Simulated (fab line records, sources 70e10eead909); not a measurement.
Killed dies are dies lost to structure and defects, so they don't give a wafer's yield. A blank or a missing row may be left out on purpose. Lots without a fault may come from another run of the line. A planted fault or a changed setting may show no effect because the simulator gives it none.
A struck lot beside a sound one | flow nand_harc | 13 steps out of a route of 1159
Sound: wafers L864.2, L864.4, L864.6. Struck: wafers L871.2, L871.4, L871.5. The cause comes at the end.
At each step with rows: each side's tool, then ch and its chambers, then its first start. Under that, the readings that differ: sound wafers | struck wafers | difference of the means | sigmas: that difference in standard deviations of wafers without a fault.
alike: readings whose means differ by less than 2 such deviations, and words and numbers that are the same on both sides. not compared: withheld readings, readings that some wafer has no value for, bounds like >300 that may hide the same value, and numbers for which the record gives no deviation and whose values overlap.
The two part at a step that has a row with sigmas, a row that says differs or no value, or rows on one side only. Numbers that don't overlap but have no deviation are shown without sigmas and don't part them. A reading that every wafer of one side lacks parts them only if that side has two wafers or more.

NHARC_A_SOURCE_PLATE_THK_MEAS_09: measures by ellipsometry.
  sound on film_metro-01, day 6 18:32; struck on film_metro-02, day 8 16:25
  alike: thk_nm
then, 3 steps without rows for these wafers: NHARC_A_SOURCE_PLATE_PVD_04 (deposits WSi2, target thk 50 nm); NHARC_A_SOURCE_PLATE_CVD_03 (deposits poly-Si, target thk 200 nm, time 4000 s); NHARC_A_SOURCE_PLATE_ANNEAL_05 (time 1800 s).
NHARC_A_SOURCE_PLATE_THK_MEAS_06: measures by ellipsometry.
  sound on film_metro-01, day 7 08:52; struck on film_metro-01, day 9 05:34
  alike: thk_nm
NHARC_A_SOURCE_PLATE_INSPECT_08:
  sound on defect_inspect-02, day 7 08:55; struck on defect_inspect-02, day 9 05:37
  alike: raw_defect_count
then, 1 step without rows for these wafers: NHARC_A_ONON_D1_DEP_00 (target thk 1000 nm).
NHARC_A_ONON_D1_THK_MEAS_02: measures by ellipsometry.
  sound on film_metro-01, day 7 09:30; struck on film_metro-02, day 9 06:12
  alike: thk_nm
then, 1 step without rows for these wafers: NHARC_A_ONON_D1_DEP_03 (target thk 1000 nm).
NHARC_A_ONON_D1_THK_MEAS_05: measures by ellipsometry.
  sound on film_metro-02, day 7 10:04; struck on film_metro-01, day 9 06:46
  alike: thk_nm
NHARC_A_ONON_D1_DEP_06: target thk 1000 nm.
  sound on pecvd_onon-01 ch 0, day 7 10:19; struck on pecvd_onon-03 ch 0, day 9 06:53
NHARC_A_ONON_D1_THK_MEAS_08: measures by ellipsometry.
  sound on film_metro-01, day 7 10:46; struck on film_metro-01, day 9 07:20
  reading     | sound          | struck      | difference | sigmas
  thk_nm (nm) | 1009 1012 1008 | 898 897 897 | -112       | -12
then, 1 step without rows for these wafers: NHARC_A_ONON_D1_DEP_09 (target thk 1000 nm).

WHERE THEY PART
Only at NHARC_A_ONON_D1_THK_MEAS_08, within this record.

WHY: what the simulator had put in
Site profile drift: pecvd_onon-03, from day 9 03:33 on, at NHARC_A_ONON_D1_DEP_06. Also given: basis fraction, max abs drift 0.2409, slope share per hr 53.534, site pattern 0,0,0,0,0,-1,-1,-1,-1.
